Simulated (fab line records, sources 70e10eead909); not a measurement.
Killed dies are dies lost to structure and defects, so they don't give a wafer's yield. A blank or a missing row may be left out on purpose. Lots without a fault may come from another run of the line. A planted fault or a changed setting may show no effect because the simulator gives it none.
fab line records | flow nand_harc
record lots=5 wafers=15 last_day=33
route steps=1302 shown P_ZERO_WELL@44 END@1302
lots that met no fault: from a run of the same line without faults
start_h: hours from the record's first day to the start of the lot's first wafer shown | wait_h: hours since the lot's step before | " the same as in the row above | L1.1+2: a row that stands for several wafers | - no value, or no start given | * or withheld: withheld | < > ~ a bound
route shown NAME@n: a module of which the file shows steps, and the number in the route of the first | usual: mean/standard deviation of fault-free wafers | same: alike in all rows | chamber/n: place in a boat | sites: the reading at each site | _std_site: their standard deviation | _edge_site: outer sites' mean less inner sites' | radius_mm: how far each site lies from the wafer's centre | mask NAME#n: copy n | behind: the tool/chamber that last shaped the wafer | hold: why the lot was held/for how many hours/how that ended | device: the transistor (n, p or np) that didn't switch | end of line: the same wafers' tests at the end of the route | a step without rows: its recipe alone | killed: dies lost to structure and defects at the first sort, not the wafer's yield | map: a wafer's dies, x killed, . not, _ none there
set.NAME: the setting as run; set.NAME@STEP: as run at that earlier step | model.NAME: the simulator's own value behind a step, which no gauge read
lots at some steps of the route; a table a step, a row a wafer
services: from which hour (start_h, from the record's first day; less than 0 if before it) a tool's chamber was out of use, for how many hours, and why
## steps
# step NHARC_P_ZERO_WELL_CD_MEAS_37
# recipe target_cd_nm=720 landing_energy_ev=500
# usual cd_nm=720.4/1.4
# columns lot.wafer tool chamber start_h wait_h cd_nm
L241.1 cd_sem-02 0 24.36 - 724.5
L241.2 " 0 " " 722.2
L241.5 " 0 " " 720.9
L252.2 cd_sem-02 0 134.13 - 720.8
L252.4 " 0 " " 720.1
L252.6 " 0 " " 720.6
L255.1 cd_sem-01 0 164.60 - 719.3
L255.3 " 0 " " 719.9
L255.4 " 0 " " 719.6
L257.3 cd_sem-01 0 184.32 - 723.0
L257.4 " 0 " " 722.3
L257.5 " 0 " " 722.1
L264.3 cd_sem-03 0 254.10 - 720.5
L264.4 " 0 " " 719.7
L264.6 " 0 " " 719.6
# step NHARC_P_ZERO_WELL_HARDBAKE_38
# recipe temp_c=125 time_s=80
# step NHARC_P_ZERO_WELL_DESCUM_39
# recipe time_s=3 o2_flow_sccm=200 ar_flow_sccm=0 bias_power_w=0 chemistry=O2
# usual drypump_motor_current_A=5.6/0.33 oes_product_au=1.000/0.0076 rf_vpp_V=57.8/1 showerhead_plenum_p_Torr=1.93/0.09 throttle_valve_pct=11.311/0.0092
# columns lot.wafer tool chamber start_h wait_h drypump_motor_current_A oes_product_au rf_hours_counter_h rf_vpp_V showerhead_plenum_p_Torr throttle_valve_pct
L241.1 rie_diel-07 0 24.52 - 5.8 1.004 24 58.6 2.03 11.323
L241.2 " 3 " " 6.0 0.998 21 56.9 1.99 11.308
L241.5 " 1 " " 5.5 1.002 - 57.5 1.92 11.317
L252.4 rie_diel-07 1 134.29 - 5.5 0.998 1 57.6 1.90 11.312
L252.2 " 2 " " 5.6 0.987 1 58.0 1.93 11.315
L252.6 " 1 " " 5.5 0.998 - 57.2 1.90 11.295
L255.4 rie_diel-08 3 164.77 - 5.7 0.994 53 57.3 1.90 11.312
L255.1 " 0 " " 5.3 0.998 52 57.7 2.06 11.322
L255.3 " 1 " " 6.0 0.996 46 56.7 1.79 11.304
L257.3 rie_diel-08 2 184.48 - 5.4 0.999 55 57.6 1.86 11.305
L257.4 " 3 " " 5.7 0.993 60 57.1 1.89 11.303
L257.5 " 2 " " 5.5 0.999 - 56.9 1.86 11.327
L264.4 rie_diel-08 0 254.25 - 5.3 1.002 20 56.7 2.05 11.309
L264.3 " 3 " " 5.7 0.992 19 57.7 1.89 11.299
L264.6 " 0 " " 5.3 1.004 - 58.9 2.05 11.323
# step NHARC_P_ZERO_WELL_IMPLANT_40
# recipe energy_kev=300 dose_cm2=1e+13 tilt_deg=7
# step NHARC_P_ZERO_WELL_IMPLANT_59
# recipe energy_kev=120 dose_cm2=5e+12 tilt_deg=7
# step NHARC_P_ZERO_WELL_IMPLANT_60
# recipe energy_kev=30 dose_cm2=2e+12 tilt_deg=7
# step NHARC_P_ZERO_WELL_STRIP_41
# recipe time_s=840 temp_c=130 chemistry=SPM
# step NHARC_P_ZERO_WELL_DEHYDRATE_44
# recipe temp_c=150 time_s=120
# step NHARC_P_ZERO_WELL_HMDS_45
# recipe time_s=30
# step NHARC_P_ZERO_WELL_COAT_46
# recipe spin_rpm=withheld
# step NHARC_P_ZERO_WELL_SOFTBAKE_47
# recipe temp_c=122 time_s=95
# step NHARC_P_ZERO_WELL_EBR_48
# step NHARC_P_ZERO_WELL_EXPOSE_49
# recipe na=0.6 target_cd_nm=2000 dose_mj=22.64 mask_id=P_HVPW
# usual exposure_dose_mJ_cm2=22.638/0.021
# same na=0.6
# columns lot.wafer tool chamber start_h wait_h mask exposure_dose_mJ_cm2
L241.1 krf_scanner-03 0 25.84 - P_HVPW#0 22.642
L241.2 " 0 " " P_HVPW#0 22.661
L241.5 " 0 " " P_HVPW#0 22.661
L252.2 krf_scanner-02 0 135.49 - P_HVPW#0 22.633
L252.4 " 0 " " P_HVPW#0 22.659
L252.6 " 0 " " P_HVPW#0 22.599
L255.1 krf_scanner-03 0 166.02 - P_HVPW_R1#0 22.645
L255.3 " 0 " " P_HVPW_R1#0 22.618
L255.4 " 0 " " P_HVPW_R1#0 22.643
L257.3 krf_scanner-03 0 185.81 - P_HVPW#0 22.633
L257.4 " 0 " " P_HVPW#0 22.643
L257.5 " 0 " " P_HVPW#0 22.636
L264.3 krf_scanner-01 0 255.46 - P_HVPW#0 22.644
L264.4 " 0 " " P_HVPW#0 22.647
L264.6 " 0 " " P_HVPW#0 22.620
# step NHARC_P_ZERO_WELL_PEB_50
# recipe peb_temp_c=118 peb_time_s=85
# step NHARC_P_ZERO_WELL_DEVELOP_51
# recipe time_s=70
# step NHARC_P_ZERO_WELL_CD_MEAS_52
# recipe target_cd_nm=2000 landing_energy_ev=500
# usual cd_nm=1999.6/1.3
# columns lot.wafer tool chamber start_h wait_h hold cd_nm
L241.1 cd_sem-02 0 26.00 - - 2000.3
L241.2 " 0 " " - 1999.2
L241.5 " 0 " " - 1999.2
L252.2 cd_sem-03 0 135.64 - - 1998.4
L252.4 " 0 " " - 1998.4
L252.6 " 0 " " - 1998.8
L255.1 cd_sem-03 0 166.17 - await_dispo/0.2h/release 1895.1
L255.3 " 0 " " await_dispo/0.2h/release 1897.2
L255.4 " 0 " " await_dispo/0.2h/release 1896.7
L255.1 cd_sem-03 0 - - - 1895.3
L255.3 " 0 " " - 1897.0
L255.4 " 0 " " - 1896.1
L257.3 cd_sem-01 0 185.96 - - 2000.7
L257.4 " 0 " " - 2000.7
L257.5 " 0 " " - 1998.4
L264.3 cd_sem-03 0 255.61 - - 2000.0
L264.4 " 0 " " - 2000.3
L264.6 " 0 " " - 2000.0
# step NHARC_END_SORT_01
# recipe temp_c=25
# usual defect_limited_yield=90.3/3 killed_at_array=60/21 killed_at_other=1.0/1.2 killed_at_periphery=4.2/2.8 killed_dies=65/20 killed_open=3.1/1.8 killed_short=2.6/1.6
# same gross_dies=677
# columns lot.wafer tool chamber start_h wait_h defect_limited_yield[%] killed_at_array killed_at_other killed_at_periphery killed_dies killed_open killed_short
L241.1 prober-02 0 554.22 2.5 85.8 92 1 3 96 3 3
L241.2 prober-02 0 555.03 2.8 83.8 102 0 8 110 6 4
L241.5 prober-02 0 557.46 3.7 87.7 79 0 4 83 6 2
L252.2 prober-02 0 663.50 2.8 91.3 51 1 7 59 3 0
L252.4 prober-02 0 665.08 3.4 92.6 46 0 4 50 1 2
L252.6 prober-02 0 666.65 3.9 90.7 51 2 10 63 7 1
L257.3 prober-02 0 737.15 3.1 86.0 88 0 7 95 5 2
L257.4 prober-02 0 737.95 3.4 88.0 76 0 5 81 6 2
L257.5 prober-02 0 738.75 3.7 84.5 94 0 11 105 9 4
# killed by level:class
L241.1 A_CHANNEL_HOLE_D2:chamber_film_flake=38 A_CHANNEL_HOLE_D1:chamber_film_flake=34 A_SLIT:chamber_film_flake=8 A_CONTACT:chamber_film_flake=5 P_ZERO_WELL:chamber_film_flake=2 P_M0:geometric_particle:short=1 A_CHANNEL_FILL_D1:geometric_particle:short=1 A_ONON_D2:geometric_particle:open=1
L241.2 A_CHANNEL_HOLE_D2:chamber_film_flake=31 A_CHANNEL_HOLE_D1:chamber_film_flake=29 A_SLIT:chamber_film_flake=24 A_CONTACT:chamber_film_flake=8 P_M0:geometric_particle:open=3 A_CHANNEL_FILL_D2:geometric_particle:open=2 P_ZERO_WELL:chamber_film_flake=2 A_STAIRCASE:chamber_film_flake=2
L241.5 A_CHANNEL_HOLE_D2:chamber_film_flake=29 A_CHANNEL_HOLE_D1:chamber_film_flake=21 A_SLIT:chamber_film_flake=13 A_CONTACT:chamber_film_flake=6 A_STAIRCASE:chamber_film_flake=2 P_CONTACT:geometric_particle:open=1 P_M0:geometric_particle:open=1 A_ONON_D1:geometric_particle:open=1
L252.2 A_SLIT:chamber_film_flake=37 A_CHANNEL_HOLE_D1:chamber_film_flake=4 A_STAIRCASE:chamber_film_flake=4 P_CONTACT:geometric_particle:open=2 P_GATE:chamber_film_flake=2 A_CHANNEL_FILL_D2:chamber_film_flake=2 A_CONTACT:chamber_film_flake=2 P_M1:geometric_particle:open=1
L252.4 A_SLIT:chamber_film_flake=33 A_CHANNEL_HOLE_D1:chamber_film_flake=5 P_ZERO_WELL:chamber_film_flake=2 A_CHANNEL_HOLE_D2:chamber_film_flake=2 A_STAIRCASE:chamber_film_flake=2 P_GATE:geometric_particle:short=1 A_CHANNEL_HOLE_D1:geometric_particle:open=1 A_WL_FILL:geometric_particle:short=1
L252.6 A_SLIT:chamber_film_flake=31 A_CHANNEL_HOLE_D1:chamber_film_flake=5 P_CONTACT:chamber_film_flake=4 A_CONTACT:chamber_film_flake=4 A_CHANNEL_FILL_D1:geometric_particle:open=3 P_GATE:chamber_film_flake=3 P_ZERO_WELL:chamber_film_flake=2 A_WL_FILL:chamber_film_flake=2
L257.3 A_CHANNEL_HOLE_D1:chamber_film_flake=32 A_SLIT:chamber_film_flake=27 A_CHANNEL_HOLE_D2:chamber_film_flake=11 A_CONTACT:chamber_film_flake=7 P_M1:chamber_film_flake=4 A_STAIRCASE:chamber_film_flake=4 A_ONON_D1:geometric_particle:open=2 P_GATE:chamber_film_flake=2
L257.4 A_CHANNEL_HOLE_D1:chamber_film_flake=28 A_SLIT:chamber_film_flake=14 A_CONTACT:chamber_film_flake=14 A_CHANNEL_HOLE_D2:chamber_film_flake=8 A_M0:geometric_particle:open=2 P_STI:chamber_film_flake=2 A_STAIRCASE:chamber_film_flake=2 P_M0:geometric_particle:open=1
L257.5 A_CHANNEL_HOLE_D1:chamber_film_flake=28 A_CHANNEL_HOLE_D2:chamber_film_flake=20 A_SLIT:chamber_film_flake=19 A_CONTACT:chamber_film_flake=14 A_STAIRCASE:chamber_film_flake=4 A_CHANNEL_FILL_D2:geometric_particle:open=2 P_GATE:chamber_film_flake=2 P_M1:chamber_film_flake=2
## services
# columns tool chamber start_h hours kind
rie_diel-08 - 1.44 0.7 repair
rie_diel-08 0 12.17 2.8 repair
rie_diel-08 - 13.88 9.0 pm
krf_scanner-01 - 19.59 1.0 repair
rie_diel-08 1 24.19 3.4 repair
krf_scanner-02 - 28.38 1.5 repair
krf_scanner-02 - 51.82 0.4 repair
krf_scanner-03 - 52.03 4.0 pm
rie_diel-07 0 57.62 7.4 repair
krf_scanner-03 - 75.25 1.2 repair
rie_diel-08 0 83.03 2.4 repair
rie_diel-07 1 93.96 6.0 repair
krf_scanner-02 - 94.00 4.0 pm
krf_scanner-03 - 96.23 0.5 repair
rie_diel-07 3 113.06 3.9 repair
rie_diel-07 - 117.56 9.0 pm
krf_scanner-01 - 133.29 9.4 repair
krf_scanner-01 - 144.55 4.0 pm
krf_scanner-03 - 159.09 0.3 repair
krf_scanner-01 - 176.73 4.5 repair
rie_diel-07 1 189.88 3.8 repair
rie_diel-08 - 190.91 9.0 pm
krf_scanner-01 - 212.04 1.8 repair
krf_scanner-03 - 224.03 4.0 pm
## key
first_sign step=NHARC_P_ZERO_WELL_EXPOSE_49 reading=mask direction=changed
effect step=NHARC_P_ZERO_WELL_CD_MEAS_52 reading=visit direction=added
effect step=NHARC_P_ZERO_WELL_CD_MEAS_52 reading=cd_nm direction=down sigmas=79 usual=1999.6 struck=1896.3
met_at NHARC_P_ZERO_WELL_EXPOSE_49
struck_wafers L255.1,L255.3,L255.4
scrapped_behind NHARC_P_ZERO_WELL_CD_MEAS_52 L255.1,L255.3,L255.4
onset_between 25.84 166.02
fault kind=wrong_mask tool=any chamber=- onset_h=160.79 steps=NHARC_P_ZERO_WELL_EXPOSE_49 aux_copy=P_HVPW_R1#0 cd_offset_nm=-103.19 scope=struck_lots_only
